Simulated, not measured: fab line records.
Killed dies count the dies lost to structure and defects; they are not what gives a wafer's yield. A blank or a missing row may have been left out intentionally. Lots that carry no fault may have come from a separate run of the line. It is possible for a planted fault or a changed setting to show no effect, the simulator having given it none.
fab line records | flow n5Finfet
[record] lots = 4 wafers = 12 lastDay = 19
route steps=1938 shown BEOL_M13@1704 BEOL_M14@1716
lots that met no fault: from a run of the same line without faults
startH: hours from the record's opening day to when the first of the lot's shown wafers began | waitH: hours elapsed since this lot's preceding step | " same as the row above | L1.1+2: several wafers, shown together as one row | - either no value or no given start | * or withheld: withheld | < > ~ a bound
route shown NAME@n: names a module that has steps shown in the file, with the first one's number in the route | usual: mean/standard deviation of fault-free wafers | same: alike in all rows | chamber/n: place in a boat | sites: per-site readings | _std_site: standard deviation of those values | _edge_site: the outer-site mean with the inner-site mean subtracted | radiusMm: how far each site lies from the wafer's centre | mask NAME#n: copy n | behind: the last tool/chamber to shape the wafer | hold: the reason the lot was held/the length of the hold in hours/how it ended | device: which transistor (n, p or np) failed to switch | end of line: the route-end tests of the same wafers | step lacking rows: just its recipe | killed: count of dies lost to structure and defects at first sort (not the wafer's yield) | map: a wafer's dies, x killed, . not, _ none there
set.NAME: the setting the step ran with; set.NAME@STEP: the setting that earlier step ran with | model.NAME: the simulator's own value behind a step, which no gauge read
lots at selected steps of the route; one table per step, one row per wafer
services: the hour from which a tool's chamber was out of use, counted from the record's first day as startH (under 0 if before that day), plus the number of hours and why
[[steps]]
[step N5_BEOL_M13_PRE_CLEAN_42]
[recipe] gas = H2/He timeS = 30 tempC = 250
[step N5_BEOL_M13_SPUTTER_43]
[recipe] material = TaN targetThkA = 150 tempC = 50 biasV = 168.6 powerW = 15000 chamberPressurePa = 0.12 timeS = 24.19
[step N5_BEOL_M13_SPUTTER_44]
[recipe] material = Ta targetThkA = 100 tempC = 50 biasV = 80 powerW = 15000 chamberPressurePa = 0.07 timeS = 16.13
[step N5_BEOL_M13_SPUTTER_45]
[recipe] material = Cu targetThkA = 800 tempC = -20 biasV = 60 powerW = 26000 chamberPressurePa = 0.13 timeS = 13.33
[step N5_BEOL_M13_ECD_47]
[recipe] material = Cu targetThkA = 9360
[step N5_BEOL_M13_ANNEAL_48]
[recipe] tempC = 225 timeS = 90 ambient = N2
[step N5_BEOL_M13_CMP_49]
[recipe] stopOn = SiOC tOverpolishS = 17.1 downForcePsi = 1 platenRpm = 50 clearingPlatenDownForcePsi = 1.5 clearingPlatenRpm = 50 postCmpClean = cuAlkaline targetThkNm = 420 clearingPlatenPadVelocityMS = 0.99484 padVelocityMS = 0.99484
[step N5_BEOL_M13_PRE_CLEAN_52]
[recipe] gas = NH3 timeS = 15 tempC = withheld rfPowerW = 300
[step N5_BEOL_M13_DEP_53]
[recipe] material = SiCN targetThkA = 500 tempC = withheld precursor = 3MS/NH3 pressureTorr = 3 rfW = 675 timeS = 17.8
[step N5_BEOL_M14_ILD_DEP_00]
[recipe] material = SiO2 targetThkA = 11193 tempC = 400 precursor = TEOS/O2 pressureTorr = 6.5 rfW = 900 teosFlowSccm = 161.4 gas = O2 flowSccm = 2650 timeS = 237.4
[usual] heaterPowerW = 525/69 showerheadPlenumPTorr = 8.34/0.041 susceptorTempC = 399.99/0.21 throttleValvePct = 18.3/0.99
// columns lot.wafer tool chamber startH waitH heaterPowerW showerheadPlenumPTorr sinceWetCleanH susceptorTempC throttleValvePct model.SiO2_of_BEOL_M14_ILD_DEP_00.thkNm
L402.1 pecvd-01 2 333.15 0.0 474 8.36 102 400.19 16.9 1109
L402.3 " 1 " " 531 8.35 1581 400.23 17.5 1098
L402.5 " 1 " " 403 8.33 - 399.64 17.4 1128
L411.1 pecvd-04 2 407.64 0.0 511 8.28 719 400.28 18.0 1111
L411.2 " 0 " " 610 8.36 1474 400.21 19.0 1110
L411.6 " 0 " " 515 8.33 - 400.20 19.0 1128
L410.1 pecvd-01 1 409.26 0.0 458 8.34 1657 389.45 17.5 1178
L410.3 " 2 " " 478 8.39 178 400.22 17.3 1130
L410.5 " 2 " " 518 8.38 - 400.02 17.0 1131
L414.2 pecvd-01 2 420.98 0.0 444 8.36 190 399.96 17.0 1127
L414.4 " 2 " " 500 8.39 - 399.98 16.9 1138
L414.5 " 1 " " 481 8.33 - 389.29 17.3 1196
[step N5_BEOL_M14_THK_MEAS_01]
[recipe] reads = SiO2_of_BEOL_M14_ILD_DEP_00
[usual] M14_ILD_THK = 1120/15
// columns lot.wafer tool chamber startH waitH M14_ILD_THK[nm]
L402.1 filmMetro-01 - 333.34 0.1 1109
L402.3 " - " " 1098
L402.5 " - " " 1128
L411.1 filmMetro-02 - 407.90 0.2 1110
L411.2 " - " " 1110
L411.6 " - " " 1128
L410.1 filmMetro-01 - 409.45 0.1 1178
L410.3 " - " " 1130
L410.5 " - " " 1132
L414.2 filmMetro-01 - 421.17 0.1 1126
L414.4 " - " " 1138
L414.5 " - " " 1196
[step N5_BEOL_M14_COAT_58]
[recipe] resist = BARC tempC = 205 timeS = 60 spinRpm = 1500 resistThkNm = 89
[step N5_BEOL_M14_COAT_04]
[recipe] spinRpm = 1704 resistThkNm = 800
[step N5_BEOL_M14_EBR_06]
[recipe] solvent = PGMEA ebrWidthMm = 1.5
[step N5_BEOL_M14_SOFTBAKE_05]
[recipe] tempC = 130 timeS = 60
[step N5_BEOL_M14_EXPOSE_07]
[recipe] maskId = V13 na = 0.8 sourceShape = annular sigmaInner = 0.5 sigmaOuter = 0.8 polarization = unpolarized attpsmPhaseDeg = 180 doseMj = 57
[step N5_BEOL_M14_PEB_08]
[recipe] pebTempC = 130 pebTimeS = 90
[step N5_BEOL_M14_DEVELOP_09]
[recipe] developTimeS = 45 rinseLiquid = diw dry = airSpin devTempC = 21
[step N5_BEOL_M14_HARDBAKE_14]
[recipe] tempC = 130 timeS = 120
[step N5_BEOL_M14_DESCUM_15]
[recipe] chemistry = O2 timeS = 7.9 sourcePowerW = 50 biasPowerW = 20 pressureMtorr = 20 rfFrequencyHz = 2.712e+07 tempC = 40 o2FlowSccm = 225
[step N5_BEOL_M14_ETCH_59]
[recipe] chemistry = N2/H2 target = BARC targetDepthA = 890 overetchA = 267 timeS = 67.9 ionEnergyEv = 200 pressureMtorr = 30 sourceW = 840 biasW = 150 n2FlowSccm = 200 h2FlowSccm = 200
[step N5_BEOL_M14_VIA_ETCH_16]
[recipe] chemistry = C4F8/O2/Ar target = SiO2 heInnerTorr = 15 heOuterTorr = 30 targetDepthA = 12313 timeS = withheld ionEnergyEv = 800 pressureMtorr = 20 sourceW = 1905 biasW = 2040 Ar_flow_sccm = 400 C4F8_flow_sccm = 16 O2_flow_sccm = 12 ends = cleared
[usual] drypumpMotorCurrentA = 5.7/0.38 mfcArSccm = 399.9/1.1 oesProductAu = 0.73/0.055 rfVppV = 2256/38 showerheadPlenumPTorr = 3.48/0.15 throttleValvePct = 30.89/0.28
// columns lot.wafer tool chamber startH waitH drypumpMotorCurrentA mfcArSccm oesProductAu rfVppV showerheadPlenumPTorr throttleValvePct model.etch.depthNm model.coat_of_BEOL_M14_COAT_04.thkNm
L402.1 rieDiel-01 2 333.97 0.0 5.1 401.3 0.77 2285 3.33 30.49 1109 460
L402.3 " 3 " " 6.5 401.1 0.74 2277 3.64 31.44 1098 453.8
L402.5 " 1 " " 5.8 400.4 0.76 2202 3.34 30.89 1128 445
L411.1 rieDiel-05 1 408.51 0.0 5.5 398.3 0.71 2187 3.36 31.04 1111 461
L411.2 " 3 " " 5.5 399.0 0.74 2258 3.49 31.00 1110 462
L411.6 " 0 " " 5.5 398.0 0.65 2178 3.15 31.17 1128 456.8
L410.1 rieDiel-03 2 410.07 0.0 5.6 400.8 0.76 2277 3.63 30.83 1178 441.4
L410.3 " 3 " " 6.5 400.5 0.83 2283 3.36 30.33 1130 446.2
L410.5 " 1 " " 5.5 400.2 0.71 2282 3.58 31.13 1131 453
L414.2 rieDiel-01 1 421.77 0.0 5.8 399.4 0.71 2200 3.31 30.94 1127 446
L414.4 " 3 " " 6.5 399.9 0.69 2276 3.62 31.47 1138 446.4
L414.5 " 1 " " 5.8 400.9 0.71 2201 3.31 30.93 1196 434.4
[step N5_BEOL_M14_STRIP_63]
[recipe] chemistry = O2 powerW = 600 tempC = 60 pressureMtorr = 30 rfFrequencyHz = 6e+07 biasPowerW = 0 overashFraction = 0.3 o2FlowSccm = 225
[step N5_BEOL_M14_STRIP_64]
[recipe] chemistry = O2 powerW = 600 tempC = 60 pressureMtorr = 30 rfFrequencyHz = 6e+07 biasPowerW = 0 overashFraction = 0.3 o2FlowSccm = 225
[step N5_BEOL_M14_STRIP_71]
[recipe] chemistry = postEtchResidueRemover timeS = 60 tempC = 25 removerPh = withheld removerWaterWtPct = withheld removerFluorideWtPct = withheld
[step N5_BEOL_M14_SRD_72]
[recipe] timeS = 30 tempC = 23 rinseLiquid = diw dry = n2Spin spinRpm = 1500 dryTimeS = 30
[step N5_BEOL_M14_COAT_65]
[recipe] resist = SOC tempC = 250 timeS = 60 spinRpm = 1500 resistThkNm = 450
[step N5_BEOL_M14_COAT_66]
[recipe] resist = SiARC tempC = 220 timeS = 60 spinRpm = 1500 resistThkNm = 110
[step N5_BEOL_M14_COAT_22]
[recipe] spinRpm = 2888 resistThkNm = 300
[step N5_BEOL_M14_EBR_24]
[recipe] solvent = PGMEA ebrWidthMm = 1.5
[step N5_BEOL_M14_SOFTBAKE_23]
[recipe] tempC = 130 timeS = 60
[step N5_BEOL_M14_EXPOSE_25]
[recipe] maskId = M14 na = 0.8 sourceShape = annular sigmaInner = 0.5 sigmaOuter = 0.8 polarization = unpolarized targetCdNm = 280 doseMj = 26.6
[step N5_BEOL_M14_PEB_26]
[recipe] pebTempC = 130 pebTimeS = 90
[step N5_BEOL_M14_DEVELOP_27]
[recipe] developTimeS = 45 rinseLiquid = diw dry = airSpin devTempC = 21
[step N5_BEOL_M14_HARDBAKE_32]
[recipe] tempC = 130 timeS = 120
[step N5_BEOL_M14_CMP_49]
[recipe] stopOn = SiO2 tOverpolishS = 5.2 downForcePsi = 2 platenRpm = 80 clearingPlatenDownForcePsi = 2 clearingPlatenRpm = 80 postCmpClean = cuAlkaline targetThkNm = 560 clearingPlatenPadVelocityMS = 1.5917 padVelocityMS = 1.5917
[usual] motorCurrentA = 8.3/0.62
// columns lot.wafer tool chamber startH waitH motorCurrentA model.SiO2_of_BEOL_M14_ILD_DEP_00.thkNm
L402.1 cmp-01 1 337.17 0.3 8.2 1027
L402.3 " 3 " " 6.9 1019
L402.5 " 0 " " 7.7 1050
L411.1 cmp-04 1 412.66 0.3 8.9 1029
L411.2 " 2 " " 8.2 1028
L411.6 " 1 " " 8.9 1047
L410.3 cmp-02 3 415.58 0.3 7.4 1048
L410.1 " 0 " " 9.1 1101
L410.5 " 3 " " 7.6 1053
L414.2 cmp-02 0 428.52 0.2 8.8 1049
L414.4 " 2 " " 8.4 1060
L414.5 " 0 " " 9.4 1117
[[services]]
// columns tool chamber startH hours kind
cmp-04 - 323.84 1.4 repair
cmp-01 - 327.24 4.1 pm
cmp-01 - 331.60 2.1 repair
cmp-01 - 342.81 4.0 pm
pecvd-01 1 343.82 5.5 scheduledDown
cmp-01 - 346.81 - consumableReplace:conditioner
cmp-01 - 346.81 - consumableReplace:pad
cmp-01 - 346.81 7.1 pm
rieDiel-03 3 348.27 - clean
rieDiel-03 3 348.27 - consumableReplace:focusRing
rieDiel-03 3 348.27 19.9 scheduledDown
rieDiel-03 3 348.27 19.9 ventCycle
cmp-04 - 351.66 1.4 repair
cmp-02 - 374.01 0.6 repair
pecvd-01 - 377.41 1.3 repair
rieDiel-05 2 381.55 8.7 repair
pecvd-04 1 383.62 - clean
pecvd-04 1 383.62 - consumableReplace:showerhead
rieDiel-01 2 385.76 11.6 repair
cmp-04 - 387.49 0.4 repair
pecvd-01 0 394.90 - calibration
cmp-01 - 396.63 1.4 repair
cmp-04 - 413.56 4.5 pm
cmp-04 - 425.42 0.4 repair
[[key]]
[firstSign] step = N5_BEOL_M14_ILD_DEP_00 reading = susceptorTempC direction = down sigmas = 50 usual = * struck = *
[effect] step = N5_BEOL_M14_THK_MEAS_01 reading = M14_ILD_THK direction = up sigmas = 4.5 usual = 1120 struck = 1187
[modelEffect] step = N5_BEOL_M14_ILD_DEP_00 value = SiO2_of_BEOL_M14_ILD_DEP_00.thkNm without = 1110 struck = 1187
[modelEffect] step = N5_BEOL_M14_VIA_ETCH_16 value = etch.depthNm without = 1110 struck = 1187
[modelEffect] step = N5_BEOL_M14_CMP_49 value = SiO2_of_BEOL_M14_ILD_DEP_00.thkNm without = 1032 struck = 1109
metAt N5_BEOL_M14_ILD_DEP_00
struckWafers L410.1,L414.5
onsetBetween 333.15 409.26
[fault] kind = processParameterDrift tool = pecvd-01 chamber = 1 onsetH = 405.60 steps = N5_BEOL_M14_ILD_DEP_00 channel = tempC offset = * shape = step endH = 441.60 actsIn = * stated = *
